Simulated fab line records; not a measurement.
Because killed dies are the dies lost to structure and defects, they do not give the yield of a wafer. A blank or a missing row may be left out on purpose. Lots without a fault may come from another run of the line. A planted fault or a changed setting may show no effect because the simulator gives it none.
Which tool is to blame? || flow nand_harc || 6 lots, 18 wafers sampled, at 5 steps of a route of 1302

## WHAT EACH GAUGE READ, for each wafer
NHARC_END_SORT_01.
{"lot": "L749", "measured": "day 27 20:07", "on": "prober-02", "killed_at_periphery": "8 5 7"}
{"lot": "L751", "measured": "day 27 15:46", "on": "prober-01", "killed_at_periphery": "11 4 5"}
{"lot": "L756", "measured": "day 31 03:28", "on": "prober-01", "killed_at_periphery": "2 2 3"}
{"lot": "L761", "measured": "day 31 14:07", "on": "prober-02", "killed_at_periphery": "3 1 5"}

## EACH LOT AND THE TOOL THAT RAN IT (in order: tool; ch and the chambers of the sampled wafers; start)
{"lot": "L749", "NHARC_A_STAIRCASE_STRIP_171": "plasma_asher-01 ch 0,1, day 18 09:58", "NHARC_A_STAIRCASE_TRIM_12": "rie_diel-12 ch 1,3, day 18 11:26", "NHARC_A_STAIRCASE_TRIM_14": "rie_diel-12 ch 1,2,3, day 18 11:50 or earlier", "NHARC_A_STAIRCASE_ETCH_15": "rie_diel-12 ch 0,1,3, day 18 11:50"}
{"lot": "L751", "NHARC_A_STAIRCASE_STRIP_171": "plasma_asher-01 ch 0,1, day 18 22:55", "NHARC_A_STAIRCASE_TRIM_12": "rie_diel-11 ch 1,3, day 19 00:28", "NHARC_A_STAIRCASE_TRIM_14": "rie_diel-04 ch 0,1,2, day 19 00:53 or earlier", "NHARC_A_STAIRCASE_ETCH_15": "rie_diel-04 ch 0,1,3, day 19 00:53"}
{"lot": "L756", "NHARC_A_STAIRCASE_STRIP_171": "plasma_asher-01 ch 0,1, day 22 03:52", "NHARC_A_STAIRCASE_TRIM_12": "rie_diel-04 ch 0,1,2, day 22 05:20", "NHARC_A_STAIRCASE_TRIM_14": "rie_diel-04 ch 1,2,3, day 22 05:43 or earlier", "NHARC_A_STAIRCASE_ETCH_15": "rie_diel-04 ch 0,1,2, day 22 05:43"}
{"lot": "L761", "NHARC_A_STAIRCASE_STRIP_171": "plasma_asher-02 ch 0,1, day 23 04:11", "NHARC_A_STAIRCASE_TRIM_12": "rie_diel-04 ch 0,1,3, day 23 05:49", "NHARC_A_STAIRCASE_TRIM_14": "rie_diel-04 ch 1,2,3, day 23 06:11 or earlier", "NHARC_A_STAIRCASE_ETCH_15": "rie_diel-04 ch 1,3, day 23 06:11"}
{"lot": "L762", "NHARC_A_STAIRCASE_STRIP_171": "plasma_asher-01 ch 0,1, day 23 17:23", "NHARC_A_STAIRCASE_TRIM_12": "rie_diel-04 ch 1,2,3, day 23 18:54", "NHARC_A_STAIRCASE_TRIM_14": "rie_diel-04 ch 0,1, day 23 19:16 or earlier", "NHARC_A_STAIRCASE_ETCH_15": "rie_diel-04 ch 1,3, day 23 19:16"}
{"lot": "L764", "NHARC_A_STAIRCASE_STRIP_171": "plasma_asher-01 ch 0,1, day 26 08:28", "NHARC_A_STAIRCASE_TRIM_12": "rie_diel-04 ch 0,3, day 26 09:58", "NHARC_A_STAIRCASE_TRIM_14": "rie_diel-04 ch 0,1,3, day 26 10:37 or earlier", "NHARC_A_STAIRCASE_ETCH_15": "rie_diel-04 ch 1,2,3, day 26 10:37"}
- NHARC_A_STAIRCASE_STRIP_171: strips in O2.
- NHARC_A_STAIRCASE_TRIM_12: chemistry O2, time 211.2 s.
- NHARC_A_STAIRCASE_TRIM_14: chemistry O2, time 211.2 s.
- NHARC_A_STAIRCASE_ETCH_15: etches the open film in C4F8/O2, target depth 100 nm, time 40.5 s.

## THE ANSWER, worked out from the rows above alone
Rule: the usual values come from the lots themselves. Put in order of their means at a reading, lots are off if they are a third of the lots or fewer, leave a main group of 4 or more, and stand apart from it by a gap of 3 or more times the standard deviation of the main group's means; of several such gaps the widest counts. A main group whose means are all the same, to the digits that the tables above print for the reading, isn't used. A lot without any number at a reading at which 4 lots or more have one is off too. The other lots that the step has rows for count as sound.
None of the lots is off at any reading shown; this tells nothing.

## WHAT THE SIMULATOR HAD PUT IN
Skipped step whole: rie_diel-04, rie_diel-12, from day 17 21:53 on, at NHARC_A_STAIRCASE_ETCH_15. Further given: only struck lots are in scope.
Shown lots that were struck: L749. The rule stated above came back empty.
